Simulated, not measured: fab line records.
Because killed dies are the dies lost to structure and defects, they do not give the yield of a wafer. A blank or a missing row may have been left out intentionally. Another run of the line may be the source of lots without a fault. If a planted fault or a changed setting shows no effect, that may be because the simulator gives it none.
A lot that was struck, set against a sound lot + flow nandHarc + 25 steps out of a route of 1159
Sound: the wafers L995.1, L995.2, L995.5. Struck: wafer L990.4 (left out: L990.2, L990.5 of the same lot, which were not struck); the cause appears at the end.
For every step that has rows: the tool of each side, followed by ch and its chambers, followed by its first start. Under that, the readings that differ: sound wafers + struck wafers + difference of the means + sigmas: that difference in standard deviations of wafers without a fault.
alike: same words and numbers on both sides, and readings whose means sit less than 2 such deviations apart. not compared: any withheld reading, any reading some wafer has no value for, any bound like >300 that may hide the same value, and any number with overlapping values for which the record gives no deviation.
Wherever a step has rows on one side only, a row that says differs or no value, or a row with sigmas, the two part there. Numbers that don't overlap but have no deviation are shown without sigmas and don't part them. A reading that every wafer of one side lacks parts them only if that side has two wafers or more.

first, 12 steps without rows for these wafers: NHARC_P_GATE_PRECLEAN_71 (cleans in SC1); NHARC_P_GATE_SRD_72; NHARC_P_GATE_OXIDE_16 (material SiO2, target thk 3 nm, ox time 392 s); NHARC_P_GATE_CVD_17 (deposits poly-Si, target thk 150 nm, time 900 s); NHARC_P_GATE_HM_DEP_102 (deposits aC, target thk 120 nm); NHARC_P_GATE_DEP_103 (deposits SiON, target thk 30 nm); NHARC_P_GATE_DEHYDRATE_18 (time 120 s); NHARC_P_GATE_HMDS_19 (time 30 s); NHARC_P_GATE_COAT_20 (resist thk 90 nm); NHARC_P_GATE_SOFTBAKE_21 (time 55 s); NHARC_P_GATE_EBR_22; NHARC_P_GATE_EXPOSE_23 (exposes mask P GATE, target cd 120 nm).
NHARC_P_GATE_PEB_24: peb time 65 s.
  sound on lithoTrack-06 ch 0, day 10 02:23; struck on lithoTrack-04 ch 0, day 8 06:37
| reading               | sound             | struck | difference | sigmas |
|-----------------------|-------------------|--------|------------|--------|
| heaterPowerTotalW (W) | 157.1 157.1 156.2 | 194.3  | +37.5      | +96    |
then, 1 step without rows for these wafers: NHARC_P_GATE_DEVELOP_25 (develop time 35 s).
NHARC_P_GATE_CD_MEAS_26: target cd 120 nm.
  sound on cdSem-02 ch 0, day 10 02:28; struck on cdSem-03 ch 0, day 8 06:41
| reading   | sound             | struck | difference | sigmas |
|-----------|-------------------|--------|------------|--------|
| cdNm (nm) | 120.2 119.6 120.6 | 134.5  | +14.4      | +30    |
NHARC_P_GATE_DESCUM_31: chemistry O2, time 3 s.
  sound on rieDiel-07 ch 0,3, day 10 02:43; struck on rieDiel-07 ch 3, day 8 06:52
| reading                | sound             | struck | difference | sigmas |
|------------------------|-------------------|--------|------------|--------|
| model.P_GATE.cdNm (nm) | 120.1 119.4 120.1 | 134.4  | +14.5      |        |
  alike: chamberPressureMTorr, drypumpMotorCurrentA, oesProductAu, rfVppV, showerheadPlenumPTorr, throttleValvePct
  not compared: rfHoursCounterH
then, 4 steps without rows for these wafers: NHARC_P_GATE_ETCH_104 (etches the open film in CF4/CHF3, target depth 60 nm); NHARC_P_GATE_HM_OPEN_105 (chemistry O2/COS, target depth 360 nm); NHARC_P_GATE_STRIP_106 (strips in O2/COS); NHARC_P_GATE_ETCH_114 (etches the open film in CF4/O2, target depth 30 nm, overetch 3 nm, time 16.5 s).
NHARC_P_GATE_ETCH_32: etches the open film in HBr/Cl2, target depth 150 nm, time 100.1 s.
  sound on rieSi-06 ch 2,3, day 10 03:16; struck on rieSi-01 ch 1, day 8 07:20
| reading                | sound             | struck | difference | sigmas |
|------------------------|-------------------|--------|------------|--------|
| hbrFlowSccm (sccm)     | 149.1 149.6 149.5 | 150.4  | +1.0       | +2     |
| model.P_GATE.cdNm (nm) | 122.9 121.9 123   | 134.6  | +12.0      |        |
  alike: chamberPressureMTorr, drypumpMotorCurrentA, heBacksideLeakSccm, oesProductAu, throttleValvePct
  not compared: rfHoursCounterH
then, 1 step without rows for these wafers: NHARC_P_GATE_STRIP_108 (strips in O2).
NHARC_P_GATE_CD_MEAS_33:
  struck on cdSem-01, day 8 07:41; sound on cdSem-03, day 10 03:36
| reading   | sound             | struck | difference | sigmas |
|-----------|-------------------|--------|------------|--------|
| cdNm (nm) | 123.2 122.0 122.7 | 134.5  | +11.9      | +7     |
then, 1 step without rows for these wafers: NHARC_P_GATE_STRIP_35 (strips in SPM, time 600 s).
-- record jumps: 15 days between struck wafers' starts before vs after; left off in module P_GATE, resumes in module END, first step shown is number 1159 of the route --
NHARC_END_SORT_01:
  here the record holds rows for the struck wafers (prober-01 ch 0, day 23 14:53) but none for the sound ones

WHERE THEY PART
Earliest at NHARC_P_GATE_PEB_24; latest, in this record, at NHARC_END_SORT_01.

WHY: whatever the simulator had introduced
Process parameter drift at NHARC_P_GATE_PEB_24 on lithoTrack-04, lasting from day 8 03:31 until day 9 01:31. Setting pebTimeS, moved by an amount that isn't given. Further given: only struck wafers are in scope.
